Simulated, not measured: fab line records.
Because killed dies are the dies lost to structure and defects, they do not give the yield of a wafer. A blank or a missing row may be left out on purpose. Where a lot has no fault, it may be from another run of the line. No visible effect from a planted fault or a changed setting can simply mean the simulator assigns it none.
fab line records	flow n5_finfet
record lots=24	wafers=72	last_day=18
route steps=1938 shown BEOL_M3@972 BEOL_M4@1036
lots that met no fault: from a run of the same line without faults
start_h: start of the lot's first displayed wafer, in hours after the record's first day	wait_h: hours from the lot's prior step to this one	" repeats the value in the row above	L1.1+2: a single row standing in for several wafers	- no value, or no start was given	* or withheld: withheld	< > ~ a bound
route shown NAME@n: NAME is a module with steps in the file, n the number in the route of the first one	usual: average and standard deviation across the fault-free wafers	same: alike in all rows	chamber/n: place in a boat	sites: readings site by site	_std_site: standard deviation of those values	_edge_site: mean of outer sites minus mean of inner sites	radius_mm: how far each site lies from the wafer's centre	mask NAME#n: copy n	behind: the last tool/chamber to shape the wafer	hold: the reason the lot was held/the length of the hold in hours/how it ended	device: which transistor (n, p or np) failed to switch	end of line: the same wafers' tests at the end of the route	a step with no rows: only its recipe	killed: dies lost to structure and defects at the first sort, not the wafer's yield	map: a wafer's dies, marking killed ones x, the rest . and places with no die _
set.NAME: the setting that was run; set.NAME@STEP: the one run at that earlier step	model.NAME: the simulator's own value behind a step, which no gauge read
route steps across a sampled set of lots; one table per step, one row per wafer
services: the hour from which a tool's chamber was out of use, counted from the record's first day as start_h (under 0 if before that day), plus the number of hours and why
## steps
# step N5_BEOL_M3_ALD_98
# recipe material=SiO2	target_thk_a=25	temp_c=100	ald_precursor_family=BDEAS	ald_co_reactant=O2-plasma	pulse_time_s=1	co_reactant_pulse_time_s=1	purge_time_s=2	co_reactant_purge_time_s=2	ald_cycles=17	pressure_torr=2
# usual chamber_pressure_Torr=2.000/0.0047	heater_power_outer_w=39.0/3	heater_power_w=76/7.2	precursor_pulse_height_rel=0.997/0.018
# same co_reactant_pulse_time_s=1
lot.wafer	tool	chamber	start_h	wait_h	chamber_pressure_Torr	heater_power_outer_w	heater_power_w	precursor_pulse_height_rel
L074.2	ald_sin-01	3	139.93	0.1	2.007	43.8	88	0.991
L074.3	"	0	"	"	2.001	44.2	83	1.010
L074.4	"	2	"	"	2.003	34.3	68	1.002
L075.2	ald_sin-04	3	147.19	0.1	1.997	39.1	78	1.021
L075.4	"	0	"	"	2.001	34.1	65	0.973
L075.5	"	2	"	"	2.002	41.3	84	0.966
L076.1	ald_sin-04	1	155.76	0.1	2.000	38.9	77	0.996
L076.3	"	0	"	"	1.995	35.1	64	0.999
L076.4	"	3	"	"	2.003	38.9	77	0.976
L077.1	ald_sin-03	0	157.37	0.2	2.002	41.1	88	0.994
L077.4	"	1	"	"	2.000	37.8	76	1.004
L077.6	"	2	"	"	2.000	38.2	70	1.029
L078.1	ald_sin-03	1	163.32	0.1	2.011	37.6	78	0.978
L078.3	"	3	"	"	1.999	36.4	71	0.970
L078.6	"	1	"	"	2.010	37.8	77	0.989
L079.1	ald_sin-04	3	170.66	0.1	2.004	39.6	76	1.002
L079.3	"	1	"	"	2.004	40.3	75	0.967
L079.5	"	1	"	"	2.014	38.3	75	1.010
L080.1	ald_sin-04	1	174.12	0.1	2.004	38.0	76	1.031
L080.2	"	2	"	"	1.997	41.1	82	1.042
L080.4	"	3	"	"	1.998	38.2	76	0.985
L081.1	ald_sin-04	1	187.37	0.1	1.996	38.5	79	0.976
L081.2	"	0	"	"	1.997	33.9	65	0.991
L081.3	"	2	"	"	2.002	41.9	83	0.993
L082.1	ald_sin-04	0	198.32	0.1	1.999	34.8	66	0.950
L082.2	"	3	"	"	1.998	38.7	76	0.993
L082.6	"	0	"	"	2.002	34.9	65	1.015
L083.1	ald_sin-04	2	216.03	0.3	2.004	42.4	82	0.999
L083.2	"	1	"	"	2.003	38.9	77	1.001
L083.4	"	0	"	"	2.006	34.6	63	1.001
L084.1	ald_sin-03	2	217.08	0.1	2.001	38.4	70	0.964
L084.3	"	3	"	"	1.998	36.3	72	1.026
L084.6	"	3	"	"	2.005	35.9	70	0.977
L085.2	ald_sin-04	0	220.71	0.1	2.003	35.5	63	0.969
L085.3	"	1	"	"	2.004	38.7	77	1.015
L085.6	"	3	"	"	1.995	38.5	77	1.006
L086.2	ald_sin-01	1	221.49	0.1	2.001	35.7	76	0.986
L086.3	"	2	"	"	1.990	35.0	68	0.982
L086.4	"	3	"	"	1.996	44.0	87	0.994
L088.1	ald_sin-04	1	226.36	0.1	2.003	38.7	76	0.980
L088.2	"	2	"	"	1.999	42.3	83	1.008
L088.5	"	2	"	"	1.998	42.4	82	0.985
L087.2	ald_sin-04	1	231.05	1.2	2.011	39.1	78	0.995
L087.4	"	0	"	"	1.994	34.7	65	0.986
L087.6	"	1	"	"	2.004	39.4	75	0.985
L089.1	ald_sin-04	1	237.11	0.1	2.001	38.4	76	1.004
L089.5	"	2	"	"	2.005	42.5	83	0.993
L089.6	"	1	"	"	2.000	39.6	77	0.992
L090.1	ald_sin-04	0	238.29	0.1	1.995	34.9	65	1.013
L090.3	"	2	"	"	2.000	42.0	84	0.993
L090.5	"	0	"	"	2.005	34.8	64	0.964
L091.2	ald_sin-01	0	244.90	0.1	2.003	44.2	82	0.998
L091.3	"	1	"	"	1.989	35.4	75	0.981
L091.4	"	3	"	"	1.999	44.5	89	0.989
L092.1	ald_sin-01	0	259.76	0.6	1.994	45.6	84	0.973
L092.2	"	1	"	"	2.000	35.7	76	0.984
L092.5	"	3	"	"	1.995	44.1	88	1.002
L094.2	ald_sin-03	2	265.45	0.3	1.997	38.4	69	0.994
L094.5	"	2	"	"	1.997	39.0	71	0.984
L094.6	"	3	"	"	2.003	35.6	69	1.013
L093.2	ald_sin-03	0	270.77	0.7	2.000	40.0	88	0.988
L093.4	"	2	"	"	2.000	38.0	69	1.005
L093.6	"	0	"	"	1.998	41.0	87	0.974
L095.1	ald_sin-03	0	282.54	0.5	2.005	41.4	89	0.991
L095.3	"	1	"	"	1.999	38.2	77	0.993
L095.4	"	3	"	"	2.004	35.3	72	1.000
L096.1	ald_sin-03	1	282.64	0.6	1.995	38.1	79	1.036
L096.2	"	3	"	"	2.004	36.1	70	1.012
L096.3	"	0	"	"	1.992	41.8	89	1.005
L097.1	ald_sin-04	0	285.14	0.2	1.999	35.0	64	1.016
L097.4	"	3	"	"	2.008	38.3	77	1.021
L097.5	"	0	"	"	2.005	36.0	63	1.020
# step N5_BEOL_M3_STRIP_97
# recipe chemistry=N2/H2	time_s=10	power_w=450	temp_c=40	pressure_mtorr=20	rf_frequency_hz=6e+07	bias_power_w=7	n2_flow_sccm=200	h2_flow_sccm=200
# usual drypump_motor_current_A=5.6/0.52	oes_product_au=0.79/0.091	rf_vpp_V=59.3/0.84	showerhead_plenum_p_Torr=2.59/0.11	temp_c=40.01/0.1	throttle_valve_pct=23.7/0.4
lot.wafer	tool	chamber	start_h	wait_h	drypump_motor_current_A	oes_product_au	rf_hours_counter_h	rf_vpp_V	showerhead_plenum_p_Torr	temp_c	throttle_valve_pct
L074.2	rie_diel-02	3	-	-	5.5	0.76	140	59.8	2.65	40.11	23.8
L074.3	"	1	"	"	5.6	0.69	239	58.0	2.41	40.02	24.5
L074.4	"	0	"	"	5.2	0.76	-	59.5	2.64	40.03	23.6
L075.2	rie_diel-02	3	-	-	5.5	0.75	142	59.6	2.65	40.14	23.8
L075.4	"	0	"	"	5.2	0.75	-	59.0	2.63	39.83	23.7
L075.5	"	3	"	"	5.5	0.75	-	59.0	2.65	40.12	23.8
L076.1	rie_diel-02	0	-	-	5.2	0.75	148	60.2	2.63	39.94	23.7
L076.3	"	3	"	"	5.5	0.75	145	58.5	2.65	40.11	23.8
L076.4	"	1	"	"	5.6	0.68	-	58.4	2.40	40.06	24.6
L077.1	rie_diel-05	2	-	-	5.0	0.72	186	58.4	2.65	39.98	24.6
L077.4	"	2	"	"	5.0	0.72	-	59.7	2.65	39.90	24.6
L077.6	"	3	"	"	5.6	0.74	-	59.3	2.66	39.99	23.6
L078.1	rie_diel-02	3	-	-	5.5	0.76	147	59.2	2.65	40.00	23.8
L078.3	"	0	"	"	5.1	0.74	150	60.2	2.63	39.99	23.7
L078.6	"	3	"	"	5.6	0.75	-	59.1	2.65	40.03	23.8
L079.1	rie_diel-06	1	-	-	6.6	0.88	34	60.1	2.70	40.05	23.3
L079.3	"	2	"	"	5.9	0.68	239	58.4	2.50	40.10	23.9
L079.5	"	0	"	"	5.2	0.74	-	58.9	2.42	40.01	23.4
L080.1	rie_diel-05	1	-	-	5.7	0.87	49	60.3	2.58	39.92	23.9
L080.2	"	2	"	"	5.0	0.72	192	58.3	2.65	39.93	24.6
L080.4	"	0	"	"	6.2	0.71	220	57.8	2.40	40.02	23.9
L081.1	rie_diel-06	2	-	-	5.9	0.67	246	59.3	2.50	39.95	24.0
L081.2	"	0	"	"	5.2	0.73	158	57.6	2.42	40.02	23.4
L081.3	"	1	"	"	6.6	0.87	40	61.1	2.70	40.05	23.3
L082.1	rie_diel-02	0	-	-	5.2	0.73	164	58.7	2.63	39.94	23.7
L082.2	"	2	"	"	5.0	0.96	13	59.6	2.70	40.08	23.1
L082.6	"	2	"	"	5.0	0.96	-	59.4	2.70	40.00	23.1
L083.1	rie_diel-05	3	-	-	5.6	0.74	176	59.3	2.65	39.98	23.6
L083.2	"	1	"	"	5.7	0.87	59	59.4	2.57	39.93	23.9
L083.4	"	0	"	"	6.2	0.71	229	58.7	2.40	40.06	23.9
L084.1	rie_diel-02	0	-	-	5.2	0.74	170	59.9	2.62	40.00	23.7
L084.3	"	1	"	"	5.6	0.96	13	58.9	2.71	40.12	24.4
L084.6	"	1	"	"	5.6	0.97	-	58.2	2.71	40.01	24.4
L085.2	rie_diel-05	2	-	-	5.0	0.70	205	59.0	2.64	39.93	24.6
L085.3	"	3	"	"	5.6	0.72	178	59.6	2.65	39.89	23.6
L085.6	"	3	"	"	5.6	0.73	-	60.0	2.65	39.93	23.6
L086.2	rie_diel-06	1	-	-	6.6	0.85	52	58.5	2.69	40.12	23.3
L086.3	"	3	"	"	6.5	0.72	170	59.2	2.63	39.93	23.7
L086.4	"	0	"	"	5.2	0.72	170	58.3	2.41	39.86	23.4
L088.1	rie_diel-06	3	-	-	6.5	0.73	170	60.6	2.63	39.87	23.7
L088.2	"	0	"	"	5.1	0.73	171	59.2	2.41	40.26	23.4
L088.5	"	1	"	"	6.6	0.85	-	59.4	2.69	39.94	23.3
L087.2	rie_diel-06	3	-	-	6.5	0.72	170	58.4	2.63	40.08	23.7
L087.4	"	2	"	"	5.9	0.96	2	59.6	2.49	39.94	23.6
L087.6	"	0	"	"	5.1	0.73	-	58.7	2.41	40.12	23.4
L089.1	rie_diel-06	2	-	-	5.9	0.93	4	59.2	2.49	39.80	23.6
L089.5	"	3	"	"	6.5	0.72	-	59.3	2.63	40.02	23.7
L089.6	"	2	"	"	5.9	0.94	-	57.6	2.49	39.75	23.6
L090.1	rie_diel-02	1	-	-	5.7	0.95	18	60.0	2.71	39.93	24.4
L090.3	"	0	"	"	5.2	0.73	175	59.1	2.62	39.95	23.7
L090.5	"	3	"	"	5.5	0.73	-	58.8	2.64	40.08	23.8
L091.2	rie_diel-05	2	-	-	5.0	0.70	215	60.2	2.64	40.02	24.6
L091.3	"	3	"	"	5.6	0.72	188	60.7	2.64	40.04	23.7
L091.4	"	1	"	"	5.7	0.85	71	58.8	2.57	39.94	23.9
L092.1	rie_diel-02	0	-	-	5.2	0.72	182	60.2	2.62	39.94	23.7
L092.2	"	3	"	"	5.5	0.72	176	58.1	2.63	40.00	23.8
L092.5	"	1	"	"	5.6	0.93	-	60.2	2.71	40.18	24.4
L094.2	rie_diel-06	2	-	-	5.9	0.92	13	58.9	2.49	40.09	23.6
L094.5	"	2	"	"	5.9	0.92	-	57.9	2.49	39.88	23.6
L094.6	"	3	"	"	6.5	0.71	-	59.6	2.63	40.12	23.7
L093.2	rie_diel-06	2	-	-	5.9	0.91	14	59.4	2.49	40.06	23.6
L093.4	"	3	"	"	6.5	0.71	184	59.6	2.63	40.03	23.7
L093.6	"	0	"	"	5.1	0.72	-	59.5	2.41	40.06	23.4
L095.1	rie_diel-02	1	-	-	5.7	0.93	30	59.4	2.71	40.01	24.4
L095.3	"	0	"	"	5.2	0.72	187	60.9	2.62	40.07	23.7
L095.4	"	2	"	"	5.0	0.92	31	59.4	2.69	40.12	23.1
L096.1	rie_diel-02	0	-	-	5.2	0.71	188	59.0	2.62	39.99	23.7
L096.2	"	1	"	"	5.6	0.93	31	60.3	2.71	40.05	24.4
L096.3	"	3	"	"	5.5	0.73	181	60.3	2.63	40.08	23.8
L097.1	rie_diel-06	2	-	-	5.9	0.90	19	60.4	2.49	39.79	23.6
L097.4	"	1	"	"	6.6	0.83	69	58.8	2.69	39.93	23.3
L097.5	"	3	"	"	6.5	0.71	-	60.0	2.63	40.03	23.7
# step N5_BEOL_M3_CD_MEAS_35
# recipe target_cd_nm=18	target_cd_y_nm=21	polarity=opening
# usual cd_nm=18.0/0.36
lot.wafer	tool	chamber	start_h	wait_h	cd_nm
L074.2	cd_sem-03	-	141.18	0.0	18.3
L074.3	"	-	"	"	18.2
L074.4	"	-	"	"	18.3
L075.2	cd_sem-03	-	152.40	0.0	18.8
L075.4	"	-	"	"	18.5
L075.5	"	-	"	"	18.6
L076.1	cd_sem-01	-	158.01	0.0	17.7
L076.3	"	-	"	"	17.8
L076.4	"	-	"	"	17.6
L077.1	cd_sem-01	-	162.25	0.0	18.8
L077.4	"	-	"	"	18.2
L077.6	"	-	"	"	17.7
L078.1	cd_sem-03	-	164.04	0.0	17.5
L078.3	"	-	"	"	17.4
L078.6	"	-	"	"	18.1
L079.1	cd_sem-03	-	171.42	0.0	18.0
L079.3	"	-	"	"	18.4
L079.5	"	-	"	"	17.9
L080.1	cd_sem-03	-	177.84	0.0	18.1
L080.2	"	-	"	"	18.1
L080.4	"	-	"	"	17.4
L081.1	cd_sem-03	-	192.38	0.0	17.7
L081.2	"	-	"	"	18.2
L081.3	"	-	"	"	18.5
L082.1	cd_sem-02	-	207.58	0.0	18.4
L082.2	"	-	"	"	17.9
L082.6	"	-	"	"	17.9
L083.1	cd_sem-01	-	218.09	0.0	17.9
L083.2	"	-	"	"	18.4
L083.4	"	-	"	"	17.9
L084.1	cd_sem-03	-	223.90	0.0	17.9
L084.3	"	-	"	"	18.6
L084.6	"	-	"	"	18.4
L085.2	cd_sem-02	-	224.72	0.0	18.1
L085.3	"	-	"	"	17.6
L085.6	"	-	"	"	17.7
L086.2	cd_sem-03	-	228.69	0.0	17.0
L086.3	"	-	"	"	18.2
L086.4	"	-	"	"	17.6
L088.1	cd_sem-03	-	231.71	0.0	18.6
L088.2	"	-	"	"	17.9
L088.5	"	-	"	"	17.5
L087.2	cd_sem-02	-	232.08	0.0	17.9
L087.4	"	-	"	"	18.5
L087.6	"	-	"	"	17.7
L089.1	cd_sem-02	-	238.47	0.0	18.7
L089.5	"	-	"	"	18.3
L089.6	"	-	"	"	18.5
L090.1	cd_sem-02	-	238.95	0.0	17.9
L090.3	"	-	"	"	18.0
L090.5	"	-	"	"	17.8
L091.2	cd_sem-01	-	263.60	0.0	17.3
L091.3	"	-	"	"	18.2
L091.4	"	-	"	"	17.3
L092.1	cd_sem-02	-	268.37	0.0	17.6
L092.2	"	-	"	"	18.1
L092.5	"	-	"	"	18.2
L094.2	cd_sem-02	-	268.77	0.0	17.4
L094.5	"	-	"	"	17.9
L094.6	"	-	"	"	17.6
L093.2	cd_sem-01	-	272.28	0.0	18.1
L093.4	"	-	"	"	18.1
L093.6	"	-	"	"	17.4
L095.1	cd_sem-02	-	284.71	0.0	17.5
L095.3	"	-	"	"	17.9
L095.4	"	-	"	"	17.8
L096.1	cd_sem-01	-	288.83	0.0	17.9
L096.2	"	-	"	"	17.7
L096.3	"	-	"	"	17.9
L097.1	cd_sem-01	-	288.97	0.0	18.6
L097.4	"	-	"	"	17.8
L097.5	"	-	"	"	18.3
# step N5_BEOL_M3_ANNEAL_51
# recipe temp_c=225	time_s=90	ambient=N2
# usual wafer_temp_C_max=226.2/0.38
lot.wafer	tool	chamber	start_h	wait_h	wafer_temp_C_max
L074.2	rtp_anneal-02	0	145.00	0.1	225.7
L074.3	"	0	"	"	225.2
L074.4	"	0	"	"	225.6
L075.2	rtp_anneal-01	0	156.38	0.1	226.3
L075.4	"	0	"	"	226.2
L075.5	"	0	"	"	226.9
L076.1	rtp_anneal-01	0	163.61	0.2	226.6
L076.3	"	0	"	"	226.5
L076.4	"	0	"	"	226.2
L077.1	rtp_anneal-01	0	165.15	0.1	226.1
L077.4	"	0	"	"	226.5
L077.6	"	0	"	"	226.6
L078.1	rtp_anneal-01	0	167.27	0.1	226.5
L078.3	"	0	"	"	226.3
L078.6	"	0	"	"	226.4
L079.1	rtp_anneal-02	0	174.52	0.1	225.8
L079.3	"	0	"	"	225.9
L079.5	"	0	"	"	225.4
L080.1	rtp_anneal-01	0	181.62	0.1	226.2
L080.2	"	0	"	"	226.8
L080.4	"	0	"	"	226.3
L081.1	rtp_anneal-01	0	196.96	0.1	226.7
L081.2	"	0	"	"	226.3
L081.3	"	0	"	"	226.6
L082.1	rtp_anneal-01	0	210.66	0.1	226.6
L082.2	"	0	"	"	226.3
L082.6	"	0	"	"	226.6
L083.1	rtp_anneal-01	0	221.39	0.1	226.4
L083.2	"	0	"	"	226.2
L083.4	"	0	"	"	226.2
L084.1	rtp_anneal-02	0	227.02	0.1	226.1
L084.3	"	0	"	"	225.5
L084.6	"	0	"	"	225.8
L085.2	rtp_anneal-01	0	228.91	0.1	226.8
L085.3	"	0	"	"	226.4
L085.6	"	0	"	"	226.5
L086.2	rtp_anneal-02	0	231.82	0.2	225.6
L086.3	"	0	"	"	225.7
L086.4	"	0	"	"	225.9
L088.1	rtp_anneal-01	0	234.80	0.1	226.3
L088.2	"	0	"	"	226.4
L088.5	"	0	"	"	225.9
L087.2	rtp_anneal-02	0	235.13	0.3	225.9
L087.4	"	0	"	"	226.0
L087.6	"	0	"	"	225.7
L089.1	rtp_anneal-01	0	241.29	0.1	226.3
L089.5	"	0	"	"	226.1
L089.6	"	0	"	"	226.3
L090.1	rtp_anneal-01	0	242.04	0.1	226.1
L090.3	"	0	"	"	226.2
L090.5	"	0	"	"	226.4
L091.2	rtp_anneal-01	0	267.32	0.1	226.3
L091.3	"	0	"	"	226.9
L091.4	"	0	"	"	226.6
L092.1	rtp_anneal-02	0	271.34	0.1	225.9
L092.2	"	0	"	"	226.3
L092.5	"	0	"	"	226.0
L094.2	rtp_anneal-01	0	273.22	0.1	226.6
L094.5	"	0	"	"	226.9
L094.6	"	0	"	"	226.4
L093.2	rtp_anneal-02	0	275.28	0.1	225.8
L093.4	"	0	"	"	225.8
L093.6	"	0	"	"	225.9
L095.1	rtp_anneal-02	0	287.59	0.1	225.4
L095.3	"	0	"	"	225.7
L095.4	"	0	"	"	225.4
L096.1	rtp_anneal-02	0	292.13	0.1	225.4
L096.2	"	0	"	"	226.0
L096.3	"	0	"	"	225.5
L097.1	rtp_anneal-01	0	292.28	0.1	226.0
L097.4	"	0	"	"	226.0
L097.5	"	0	"	"	226.2
# step N5_BEOL_M3_DEP_57
# recipe material=SiCN	target_thk_a=80	temp_c=withheld	precursor=3MS/NH3	pressure_torr=3	rf_w=202	time_s=14
# usual chamber_pressure_Torr=3.000/0.0072	showerhead_plenum_p_Torr=3.668/0.014	throttle_valve_pct=9.1/0.42
lot.wafer	tool	chamber	start_h	wait_h	chamber_pressure_Torr	showerhead_plenum_p_Torr	throttle_valve_pct
L074.2	pecvd-04	2	145.76	0.0	2.998	3.676	8.5
L074.3	"	0	"	"	3.005	3.675	8.9
L074.4	"	0	"	"	2.994	3.679	8.9
L075.2	pecvd-04	2	157.12	0.0	2.998	3.679	8.3
L075.4	"	0	"	"	3.015	3.669	8.5
L075.5	"	1	"	"	2.997	3.665	9.5
L076.1	pecvd-03	2	164.51	0.0	3.009	3.650	9.0
L076.3	"	0	"	"	2.992	3.638	9.4
L076.4	"	0	"	"	3.002	3.638	9.5
L077.1	pecvd-03	2	165.95	0.0	3.006	3.665	9.0
L077.4	"	1	"	"	2.990	3.677	9.4
L077.6	"	2	"	"	3.000	3.656	9.4
L078.1	pecvd-02	0	168.15	0.0	2.991	3.704	8.7
L078.3	"	2	"	"	2.998	3.666	8.7
L078.6	"	1	"	"	3.000	3.667	9.2
L079.1	pecvd-03	2	175.54	0.0	2.997	3.658	8.9
L079.3	"	0	"	"	2.987	3.649	9.4
L079.5	"	2	"	"	3.011	3.660	9.3
L080.1	pecvd-04	1	182.42	0.0	2.994	3.656	9.7
L080.2	"	2	"	"	2.994	3.677	8.3
L080.4	"	2	"	"	3.014	3.675	8.3
L081.1	pecvd-04	0	197.75	0.0	2.996	3.667	8.7
L081.2	"	1	"	"	3.011	3.655	9.6
L081.3	"	2	"	"	3.011	3.680	8.6
L082.1	pecvd-04	2	211.44	0.0	2.994	3.675	8.6
L082.2	"	1	"	"	2.999	3.666	9.8
L082.6	"	2	"	"	2.998	3.674	8.1
L083.1	pecvd-04	1	222.18	0.0	3.005	3.656	9.4
L083.2	"	2	"	"	3.005	3.697	8.5
L083.4	"	0	"	"	3.011	3.664	8.8
L084.1	pecvd-03	0	227.81	0.0	2.996	3.634	9.5
L084.3	"	2	"	"	3.002	3.657	9.3
L084.6	"	0	"	"	2.995	3.638	9.0
L085.2	pecvd-04	0	230.03	0.0	2.998	3.664	8.5
L085.3	"	1	"	"	2.994	3.651	9.4
L085.6	"	2	"	"	2.992	3.683	8.4
L086.2	pecvd-02	2	232.57	0.0	2.988	3.666	8.7
L086.3	"	1	"	"	2.994	3.670	9.3
L086.4	"	2	"	"	3.008	3.672	8.9
L088.1	pecvd-03	0	235.58	0.0	3.011	3.644	9.4
L088.2	"	2	"	"	3.018	3.661	9.4
L088.5	"	2	"	"	3.018	3.651	9.2
L087.2	pecvd-02	2	235.94	0.0	2.993	3.667	8.9
L087.4	"	2	"	"	3.003	3.668	8.7
L087.6	"	1	"	"	2.992	3.668	9.5
L089.1	pecvd-02	0	242.07	0.0	3.008	3.684	9.1
L089.5	"	1	"	"	3.007	3.665	9.2
L089.6	"	2	"	"	2.990	3.667	8.5
L090.1	pecvd-03	0	242.82	0.0	2.997	3.639	9.5
L090.3	"	1	"	"	2.993	3.681	9.6
L090.5	"	2	"	"	2.998	3.663	9.6
L091.2	pecvd-04	0	268.07	0.0	3.009	3.656	8.6
L091.3	"	0	"	"	2.995	3.660	9.0
L091.4	"	1	"	"	2.991	3.659	9.7
L092.1	pecvd-02	2	272.29	0.0	2.997	3.678	9.0
L092.2	"	1	"	"	3.007	3.671	9.4
L092.5	"	1	"	"	3.016	3.673	9.4
L094.2	pecvd-04	2	273.97	0.0	3.013	3.677	8.4
L094.5	"	0	"	"	2.997	3.672	8.7
L094.6	"	2	"	"	3.000	3.679	8.6
L093.2	pecvd-04	0	276.02	0.0	2.996	3.670	8.8
L093.4	"	0	"	"	3.001	3.671	8.7
L093.6	"	1	"	"	3.000	3.656	9.4
L095.1	pecvd-04	2	288.38	0.0	3.012	3.672	8.4
L095.3	"	1	"	"	3.007	3.659	9.7
L095.4	"	0	"	"	2.987	3.659	9.1
L096.1	pecvd-02	1	292.92	0.0	3.000	3.677	9.1
L096.2	"	2	"	"	3.004	3.678	8.7
L096.3	"	0	"	"	2.995	3.687	8.8
L097.1	pecvd-02	2	293.06	0.0	3.002	3.672	9.0
L097.4	"	1	"	"	2.990	3.676	9.3
L097.5	"	2	"	"	3.001	3.662	8.8
# step N5_BEOL_M4_INSPECT_13
# recipe mode=adi	inspect_instrument=brightfield
# usual raw_defect_count=401/97
lot.wafer	tool	chamber	start_h	wait_h	raw_defect_count
L074.2	defect_inspect-02	-	147.36	0.0	403
L074.3	"	-	"	"	433
L074.4	"	-	"	"	482
L075.2	defect_inspect-02	-	158.53	0.0	444
L075.4	"	-	"	"	461
L075.5	"	-	"	"	561
L076.1	defect_inspect-02	-	166.87	0.1	502
L076.3	"	-	"	"	496
L076.4	"	-	"	"	507
L077.1	defect_inspect-02	-	168.04	0.1	422
L077.4	"	-	"	"	412
L077.6	"	-	"	"	383
L078.1	defect_inspect-01	-	169.44	0.1	432
L078.3	"	-	"	"	458
L078.6	"	-	"	"	440
L079.1	defect_inspect-01	-	178.10	0.1	360
L079.3	"	-	"	"	550
L079.5	"	-	"	"	316
L080.1	defect_inspect-01	-	184.97	0.1	211
L080.2	"	-	"	"	370
L080.4	"	-	"	"	298
L081.1	defect_inspect-02	-	199.26	0.1	297
L081.2	"	-	"	"	514
L081.3	"	-	"	"	396
L082.1	defect_inspect-01	-	212.81	0.1	366
L082.2	"	-	"	"	298
L082.6	"	-	"	"	273
L083.1	defect_inspect-01	-	224.25	0.1	551
L083.2	"	-	"	"	596
L083.4	"	-	"	"	640
L084.1	defect_inspect-01	-	229.23	0.1	333
L084.3	"	-	"	"	353
L084.6	"	-	"	"	411
L085.2	defect_inspect-02	-	232.17	0.0	353
L085.3	"	-	"	"	317
L085.6	"	-	"	"	460
L086.2	defect_inspect-01	-	235.83	0.0	343
L086.3	"	-	"	"	354
L086.4	"	-	"	"	365
L088.1	defect_inspect-01	-	237.10	0.1	202
L088.2	"	-	"	"	285
L088.5	"	-	"	"	337
L087.2	defect_inspect-01	-	237.25	0.0	267
L087.4	"	-	"	"	252
L087.6	"	-	"	"	240
L089.1	defect_inspect-02	-	244.26	0.1	371
L089.5	"	-	"	"	381
L089.6	"	-	"	"	411
L090.1	defect_inspect-02	-	244.48	0.1	393
L090.3	"	-	"	"	404
L090.5	"	-	"	"	536
L091.2	defect_inspect-02	-	269.43	0.0	358
L091.3	"	-	"	"	360
L091.4	"	-	"	"	359
L092.1	defect_inspect-01	-	273.28	0.1	284
L092.2	"	-	"	"	397
L092.5	"	-	"	"	314
L094.2	defect_inspect-02	-	275.78	0.0	354
L094.5	"	-	"	"	487
L094.6	"	-	"	"	497
L093.2	defect_inspect-01	-	276.79	0.0	347
L093.4	"	-	"	"	343
L093.6	"	-	"	"	387
L095.1	defect_inspect-02	-	290.17	0.1	349
L095.3	"	-	"	"	534
L095.4	"	-	"	"	274
L096.1	defect_inspect-02	-	294.10	0.1	432
L096.2	"	-	"	"	443
L096.3	"	-	"	"	422
L097.1	defect_inspect-01	-	294.27	0.1	487
L097.4	"	-	"	"	425
L097.5	"	-	"	"	478
## services
tool	chamber	start_h	hours	kind
rie_diel-02	2	118.32	7.8	repair
pecvd-04	-	125.98	2.8	pm
rie_diel-02	3	144.57	4.2	repair
ald_sin-04	2	153.16	4.9	repair
rie_diel-02	-	154.97	0.8	repair
rie_diel-05	0	160.21	8.9	repair
ald_sin-04	2	164.78	9.2	repair
pecvd-04	0	178.14	6.4	repair
pecvd-02	-	181.06	0.7	repair
rie_diel-02	2	209.65	5.9	repair
ald_sin-04	-	210.03	6.0	pm
rie_diel-06	-	213.63	0.3	repair
ald_sin-01	2	252.48	14.7	repair
ald_sin-03	-	257.31	1.2	repair
pecvd-03	-	258.70	26.5	repair
pecvd-04	2	266.62	5.5	scheduled_down
ald_sin-01	-	268.25	14.0	pm
ald_sin-03	2	274.96	19.2	repair
ald_sin-03	1	278.51	2.8	repair
ald_sin-04	2	279.02	5.6	repair
rtp_anneal-01	-	280.92	5.7	pm
ald_sin-01	-	282.25	14.6	pm
ald_sin-04	1	289.26	3.5	repair
rie_diel-06	2	290.72	8.7	repair
## key
fault none
